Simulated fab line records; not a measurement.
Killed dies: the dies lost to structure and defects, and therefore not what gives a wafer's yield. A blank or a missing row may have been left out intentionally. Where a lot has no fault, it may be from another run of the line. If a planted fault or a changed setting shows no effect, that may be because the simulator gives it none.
Chamber matching + flow nand harc + NHARC_P_BONDPAD_ACTIVATE_29 on rie diel-12: 4 sister chambers
The step chemistry N2, time 60 s. 16 wafers are shown with their chamber, then 8 later ones without.

== WAFERS PAIRED WITH THEIR CHAMBERS ==
| wafer  | chamber | drypump motor current A (A) | showerhead plenum p Torr (Torr) | oes product au (a.u.) |
|--------|---------|-----------------------------|---------------------------------|-----------------------|
| L859.1 | 2       | 6.2                         | 1.86                            | 0.990                 |
| L859.3 | 3       | 6.0                         | 1.80                            | 0.993                 |
| L859.4 | 0       | 6.3                         | 1.71                            | 0.997                 |
| L860.2 | 3       | 5.9                         | 1.80                            | 0.995                 |
| L860.5 | 3       | 5.9                         | 1.80                            | 0.997                 |
| L860.6 | 2       | 6.2                         | 1.86                            | 0.976                 |
| L862.1 | 0       | 6.3                         | 1.71                            | 0.994                 |
| L862.5 | 0       | 6.3                         | 1.71                            | 0.997                 |
| L862.6 | 1       | 5.1                         | 1.74                            | 1.003                 |
| L867.2 | 3       | 6.0                         | 1.79                            | 1.001                 |
| L867.5 | 0       | 6.3                         | 1.70                            | 1.011                 |
| L867.6 | 1       | 5.1                         | 1.73                            | 1.008                 |
| L873.3 | 0       | 6.3                         | 1.70                            | 0.998                 |
| L873.5 | 2       | 6.2                         | 1.86                            | 1.007                 |
| L873.6 | 3       | 5.9                         | 1.79                            | 0.989                 |
| L874.1 | 0       | 6.3                         | 1.70                            | 0.995                 |

SIGNATURES (averages over the wafers above)
| reading                  | chamber 0 | chamber 1 | chamber 2 | chamber 3 | scatter within a chamber |
|--------------------------|-----------|-----------|-----------|-----------|--------------------------|
| drypump motor current A  | 6.300     | 5.100     | 6.200     | 5.940     | 0.0316                   |
| showerhead plenum p Torr | 1.7050    | 1.7350    | 1.8600    | 1.7960    | 0.00516                  |
| oes product au           | 0.99867   | 1.00550   | 0.99100   | 0.99500   | 0.008                    |
Rule: distance of a wafer from a chamber = root of the sum over the readings of ((wafer's reading minus chamber's mean) / reading's scatter) squared. If the next closest chamber is less than 2 further off than the closest, the wafer can't be placed; otherwise it belongs to the closest. The scatter is the square root of a quotient: the sum, over the shown wafers, of each reading's squared deviation from its chamber's mean, divided by wafers minus chambers.

== WAFERS MISSING THEIR CHAMBER ==
| wafer  | drypump motor current A (A) | showerhead plenum p Torr (Torr) | oes product au (a.u.) |
|--------|-----------------------------|---------------------------------|-----------------------|
| L874.4 | 6.2                         | 1.86                            | 1.000                 |
| L874.6 | 6.3                         | 1.70                            | 0.991                 |
| L878.1 | 5.1                         | 1.73                            | 1.001                 |
| L878.3 | 6.2                         | 1.86                            | 0.992                 |
| L878.5 | 6.3                         | 1.70                            | 0.993                 |
| L882.2 | 5.9                         | 1.79                            | 1.000                 |
| L882.5 | 6.2                         | 1.86                            | 1.002                 |
| L882.6 | 5.9                         | 1.79                            | 0.992                 |

== EACH ONE'S CHAMBER ==
| wafer  | from the rows above | in truth |
|--------|---------------------|----------|
| L874.4 | 2                   | 2        |
| L874.6 | 0                   | 0        |
| L878.1 | 1                   | 1        |
| L878.3 | 2                   | 2        |
| L878.5 | 0                   | 0        |
| L882.2 | 3                   | 3        |
| L882.5 | 2                   | 2        |
| L882.6 | 3                   | 3        |
Placed correctly: 8 of 8. Number that these rows cannot place: 0. Placed wrongly: 0.
